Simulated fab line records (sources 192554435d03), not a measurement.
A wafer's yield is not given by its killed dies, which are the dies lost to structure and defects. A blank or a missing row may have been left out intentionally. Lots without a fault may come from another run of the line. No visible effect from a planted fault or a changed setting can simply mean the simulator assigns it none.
Matching of chambers | flow n5_finfet | N5_SDB_ETCH_17 on rie_diel-04 has 4 sister chambers
The step etches SiARC in CF4, target depth 23.4 nm, time 39 s. 4 wafers are shown with their chamber, then 7 later ones without.

## WAFERS, EACH WITH ITS CHAMBER
wafer  | chamber | showerhead_plenum_p_Torr (Torr)
L083.4 | 0       | 2.07
L084.2 | 3       | 2.11
L086.2 | 1       | 2.18
L086.3 | 2       | 2.10

## WAFERS WHOSE CHAMBER IS MISSING
wafer  | showerhead_plenum_p_Torr (Torr)
L086.6 | 2.18
L088.1 | 2.06
L088.5 | 2.06
L088.6 | 2.11
L096.4 | 2.06
L096.5 | 2.09
L096.6 | 2.17

## THE CHAMBER EACH PASSED THROUGH
wafer  | from the rows above          | in truth
L086.6 | 1                            | 1
L088.1 | 0                            | 0
L088.5 | 0                            | 0
L088.6 | can't be placed: 3 or 2      | 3
L096.4 | 0                            | 0
L096.5 | can't be placed: 2 or 0 or 3 | 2
L096.6 | 1                            | 1
Correctly placed: 5 of 7. Cannot be placed on the basis of these rows: 2; the candidates contain the true chamber in 2. Wrongly placed: 0.
How it was worked out, from the rows above alone: a wafer's distance from a chamber is the root of the sum, over the readings, of the square of ((its reading less the chamber's mean) divided by the reading's scatter). The wafer belongs to the nearest chamber; if the next one is less than 2 further off, it can't be placed. For every chamber, the mean is computed from those of its wafers that are shown. The scatter: with one shown wafer a chamber, the root of the mean of the squares of how far each hidden wafer lies from its nearest shown one.
